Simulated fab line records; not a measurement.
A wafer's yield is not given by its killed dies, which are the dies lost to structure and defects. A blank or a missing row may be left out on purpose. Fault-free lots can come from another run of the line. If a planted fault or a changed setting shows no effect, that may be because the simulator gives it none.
Chamber matching :: flow n5 finfet :: 3 sister chambers for N5_BEOL_M3_CO_CAP_55 on cvd co-02
The step material Co, precursor CCTBA/H2, target thk 2 nm, time 102.1 s. 6 wafers are shown with their chamber, then 7 later ones without.

== WAFERS, EACH WITH ITS CHAMBER ==
wafer: L085.4
chamber: 0
heater power w (W): 252

wafer: L086.1
chamber: 1
heater power w (W): 239

wafer: L086.4
chamber: 0
heater power w (W): 246

wafer: L086.5
chamber: 2
heater power w (W): 240

wafer: L088.3
chamber: 2
heater power w (W): 251

wafer: L088.5
chamber: 1
heater power w (W): 234

== WAFERS WHOSE CHAMBER IS MISSING ==
wafer: L088.6
heater power w (W): 246

wafer: L095.1
heater power w (W): 249

wafer: L095.2
heater power w (W): 232

wafer: L095.3
heater power w (W): 243

wafer: L097.2
heater power w (W): 243

wafer: L097.4
heater power w (W): 246

wafer: L097.6
heater power w (W): 243

== WHICH CHAMBER EACH ONE RAN IN ==
wafer: L088.6
from the rows above: can't be placed: 2 or 0 or 1
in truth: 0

wafer: L095.1
from the rows above: can't be placed: 0 or 2
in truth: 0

wafer: L095.2
from the rows above: can't be placed: 1 or 2
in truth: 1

wafer: L095.3
from the rows above: can't be placed: 2 or 0 or 1
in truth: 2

wafer: L097.2
from the rows above: can't be placed: 2 or 0 or 1
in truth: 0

wafer: L097.4
from the rows above: can't be placed: 2 or 0 or 1
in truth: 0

wafer: L097.6
from the rows above: can't be placed: 2 or 0 or 1
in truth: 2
Placed correctly: 0 of 7. From these rows, 7 cannot be placed; in 7 the true chamber is one of the candidates. Wrongly placed: 0.
How it was worked out, from the rows above alone: a wafer's distance from a chamber is the root of the sum, over the readings, of the square of ((its reading less the chamber's mean) divided by the reading's scatter). If the next closest chamber is less than 2 further off than the closest, the wafer can't be placed; otherwise it belongs to the closest. The mean given for a chamber averages the wafers shown for that chamber. The scatter: take each reading less its chamber's mean, square it, sum over the shown wafers, divide by the number of wafers less the number of chambers, and take the root.
